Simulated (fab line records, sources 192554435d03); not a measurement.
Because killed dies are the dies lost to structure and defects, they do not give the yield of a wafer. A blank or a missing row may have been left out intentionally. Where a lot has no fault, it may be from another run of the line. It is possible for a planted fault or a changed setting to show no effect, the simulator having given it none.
8D (eight disciplines) problem report, filled in by code || flow n5 finfet || the parts of the form that need people (team, actions taken, sign-off) are left out
Where a reading is given only as a bound, like >300, the bound stands for it, and a mean or a difference that rests on one is marked > or <: the true number lies beyond.

## 1. PROBLEM STATEMENT
Wafers without a fault read 33, standard deviation 13; raw defect count at N5_ZERO_LAYER_INSPECT_20 reads a mean of 1104 on 6 wafers belonging to 2 lots. That is +82 standard deviations from the usual mean.
The step: inspects for defects (darkfield).
The first sign was on wafer L163.2 at day 3 13:43, on defect inspect-01. The record holds 32 wafers of 12 lots with a number at this step. Rule for "out", or "out of limits": more than 4 standard deviations from the usual mean. The rest of the wafers with a number are treated as sound.

## 2. WHAT IT IS; WHAT IT IS NOT
{"question": "which readings at this step", "is": "raw defect count", "is not": "-"}
{"question": "which lots", "is": "L163, L165", "is not": "L155, L156, L159, L160, L161, L162, L175, L176, L177, L178"}
{"question": "which wafers of those lots", "is": "all that have a number", "is not": "-"}
{"question": "read on which gauges", "is": "defect inspect-01, defect inspect-02", "is not": "-"}
{"question": "when", "is": "from day 3 13:43", "is not": "up to then (14 sound wafers); but 12 sound wafers of L175, L176, L177, L178 came after"}

## 3. SUSPECTS, AND WHAT RULES EACH OUT
Counting: any tool at a process step up to the reading is kept as a suspect provided that every lot that is out went through it and no sound lot did after the first of them.
- the gauge at N5_ZERO_LAYER_INSPECT_20 has been ruled out. Those wafers that are out were read across 2 gauges (defect inspect-01, defect inspect-02).
- plasma asher-01 at N5_ZERO_LAYER_STRIP_24 (strips in O2): ruled out as a lasting fault. After its first lot that is out, L163 (day 3 13:20), sound lots L177, L178 ran on it.
Left after counting: nothing in the record.

## 4. THE CAUSE (what the simulator had put in)
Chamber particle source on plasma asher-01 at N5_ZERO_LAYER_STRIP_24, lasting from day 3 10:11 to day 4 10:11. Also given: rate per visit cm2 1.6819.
It was ruled out by counting, in error; the rule expects a fault to strike all lots run on its tool from its start on, and this fault did not.

## 5. THE CHAIN OF EFFECTS, in route order
One row per reading whose mean, taken over the struck wafers that have a number, lies over 3 standard deviations from the usual. Only readings whose record carries a usual standard deviation are examined. hours: median over the lots of the time between each lot's start at the first step of this table that gives one and its start at this step. sigmas: the change, counted in usual standard deviations.
{"hours": 0, "step": "N5_ZERO_LAYER_INSPECT_20", "reading": "raw defect count", "usual": 33, "on struck wafers": 1104, "change": "+1072", "sigmas": "+82"}
{"hours": 0, "step": "N5_WELL_APT_INSPECT_10", "reading": "raw defect count", "usual": 2, "on struck wafers": ">300", "change": ">+298", "sigmas": "+99 or more"}
{"hours": 282, "step": "N5_PASSIVATION_PROBE_49", "reading": "killed at front end", "usual": 40, "on struck wafers": 152, "change": "+112", "sigmas": "+10"}
{"hours": 282, "step": "N5_PASSIVATION_PROBE_49", "reading": "killed dies", "usual": 105, "on struck wafers": 218, "change": "+113", "sigmas": "+7.1"}
It contains these process steps:
- N5_PASSIVATION_PROBE_49
Later steps that measure or inspect, where all struck wafers having a row at the step show a number for every such reading and not one has moved that far: N5_WELL_APT_CD_MEAS_25.

## 6. HOW IT WOULD HAVE BEEN CAUGHT EARLIER
4 hours passed between the start of the fault at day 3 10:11 and the first reading out of limits at a measuring or inspecting step in this record, taken at day 3 13:43.
No tool reading at N5_ZERO_LAYER_STRIP_24 that has a usual standard deviation in the record was out on any struck wafer, so an alarm limit of 4 standard deviations on those readings would not have fired.
